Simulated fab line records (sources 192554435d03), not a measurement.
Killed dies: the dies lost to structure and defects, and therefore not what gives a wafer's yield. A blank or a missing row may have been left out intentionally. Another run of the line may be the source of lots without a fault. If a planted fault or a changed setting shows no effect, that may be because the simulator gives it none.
A lot that was struck, set against a sound lot | flow n5 finfet | 23 out of 1938 route steps
Sound: these wafers, L615.2, L615.4, L615.6. Wafers struck: L624.3, L624.4, L624.6. The cause is named last.
At each step with rows: each side's tool, then ch and its chambers, then its first start. Under that, the readings that differ: sound wafers | struck wafers | difference of the means | sigmas: that difference in standard deviations of wafers without a fault.
alike: words and numbers the same on both sides, and readings whose means are apart by under 2 such deviations; not compared: readings that were withheld, readings missing a value for some wafer, numbers with overlapping values and no deviation given by the record, and bounds like >300 which may hide the same value.
A row with sigmas, a row that says differs or no value, or rows on one side alone: a step with any of these is where the two part. Numbers that have no deviation but don't overlap get no sigmas and don't part them. A reading missing from all wafers of one side parts the sides only when that side holds two or more wafers.

first, 8 steps without rows for these wafers: N5_BEOL_M2_PRE_CLEAN_60 (time 15 s); N5_BEOL_M2_CO_CAP_55 (material Co, precursor CCTBA/H2, target thk 2 nm, time 102.1 s); N5_BEOL_M2_PRE_CLEAN_56 (time 15 s); N5_BEOL_M2_DEP_57 (deposits SiCN from 3MS/NH3, target thk 8 nm, time 14 s); N5_BEOL_M3_ILD_DEP_00 (deposits SiOC from DEMS/O2, target thk 79 nm, time 15.3 s); N5_BEOL_M3_PECVD_72 (deposits SiO2 from TEOS/O2, target thk 16 nm, time 18 s); N5_BEOL_M3_HM_DEP_02 (deposits TiN, target thk 20 nm); N5_BEOL_M3_COAT_61 (time 60 s, resist thk 60 nm).
N5_BEOL_M3_COAT_62: time 60 s, resist thk 12 nm.
  sound on litho track-01 ch 0, day 7 19:07; struck on litho track-01 ch 0, day 10 02:05
  reading                                    | sound                | struck               | difference | sigmas
  spin speed rpm (rpm)                       | 1499.6 1502.0 1499.8 | 1315.4 1315.8 1314.7 | -185.2     | -99 or more
  model.SiARC_of_BEOL_M3_COAT_62.thk nm (nm) | 12 12 12             | 12.8 12.8 12.8       | +0.8       |
  alike: chill plate temp C, exhaust pa
then, 9 steps without rows for these wafers: N5_BEOL_M3_COAT_73 (time 60 s, resist thk 5 nm); N5_BEOL_M3_COAT_05 (resist thk 30 nm); N5_BEOL_M3_EBR_07; N5_BEOL_M3_SOFTBAKE_06 (time 60 s); N5_BEOL_M3_EXPOSE_08 (exposes mask M3); N5_BEOL_M3_PEB_09 (peb time 60 s); N5_BEOL_M3_DEVELOP_10 (develop time 30 s); N5_BEOL_M3_DESCUM_16 (chemistry O2, time 7 s); N5_BEOL_M3_ETCH_74 (etches underlayer in N2/H2, target depth 6.5 nm, time 5.2 s).
N5_BEOL_M3_ETCH_63: etches SiARC in CF4, target depth 15.6 nm, time 26 s.
  sound on rie diel-02 ch 1,3, day 7 19:41; struck on rie diel-02 ch 1,2, day 10 02:57
  reading                                      | sound             | struck            | difference | sigmas
  etch rf on time s (s)                        | 25.4 25.9 25.7    | 27.3 29.3 29.1    | +2.9       | +4
  model.etch.depth nm (nm)                     | 11.97 11.97 12.01 | 12.88 12.83 12.88 | +0.88      |
  model.CAR-EUV_of_BEOL_M3_COAT_05.thk nm (nm) | 11 11.2 11.2      | 10.4 10.6 10.4    | -0.7       |
  alike: drypump motor current A, oes product au, rf vpp V, showerhead plenum p Torr, throttle valve pct
  not compared: rf hours counter h
N5_BEOL_M3_ETCH_64: etches SOC in N2/H2, target depth 75 nm, overetch 15 nm, time 112.5 s.
  sound on rie diel-02 ch 1,3, day 7 19:43; struck on rie diel-02 ch 1,2, day 10 02:59
  reading                                    | sound       | struck  | difference | sigmas
  model.SiARC_of_BEOL_M3_COAT_62.thk nm (nm) | 6.6 6.6 6.6 | 7.4 8 8 | +1.2       |
  alike: drypump motor current A, h2 flow sccm, oes product au, rf vpp V, showerhead plenum p Torr, throttle valve pct
  not compared: rf hours counter h
then, 1 step without rows for these wafers: N5_BEOL_M3_STRIP_65 (strips in N2/H2).
N5_BEOL_M4_RC_MEAS_101:
  sound on prober-02 ch 0, day 9 13:32; struck on prober-01 ch 0, day 11 17:32
  reading       | sound          | struck         | difference | sigmas
  SS_N (mV/dec) | 71.0 70.6 70.4 | 72.6 72.7 71.6 | +1.6       | +3
  alike: DIBL_N, DIBL_P, IOFF_N, IOFF_P, ION_N, ION_P, SS_P, VT_N, VT_P
-- record jumps: 5 days separate the struck wafers' starts on either side; left off in module BEOL_M4, taken up again in module PASSIVATION, whose first shown step is the route's number 1936 --
N5_PASSIVATION_PROBE_49:
  struck on prober-01, day 16 06:04; sound on prober-01, day 14 14:31
  alike: defect limited yield, killed_at_M0_to_M3, killed_at_M4_up, killed at contacts, killed at front end, killed at other, killed dies, killed open, killed short, sort_bin_5_function, sort_bin_6_memory, sort n pass, sort yield pct

WHERE THEY PART
Last at N5_BEOL_M4_RC_MEAS_101 as far as this record goes, first at N5_BEOL_M3_COAT_62. Later steps at which nothing parts them and some readings are alike: N5_PASSIVATION_PROBE_49.

WHY: what had been put in by the simulator
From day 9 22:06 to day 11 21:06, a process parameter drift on litho track-01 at N5_BEOL_M3_COAT_62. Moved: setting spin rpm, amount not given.
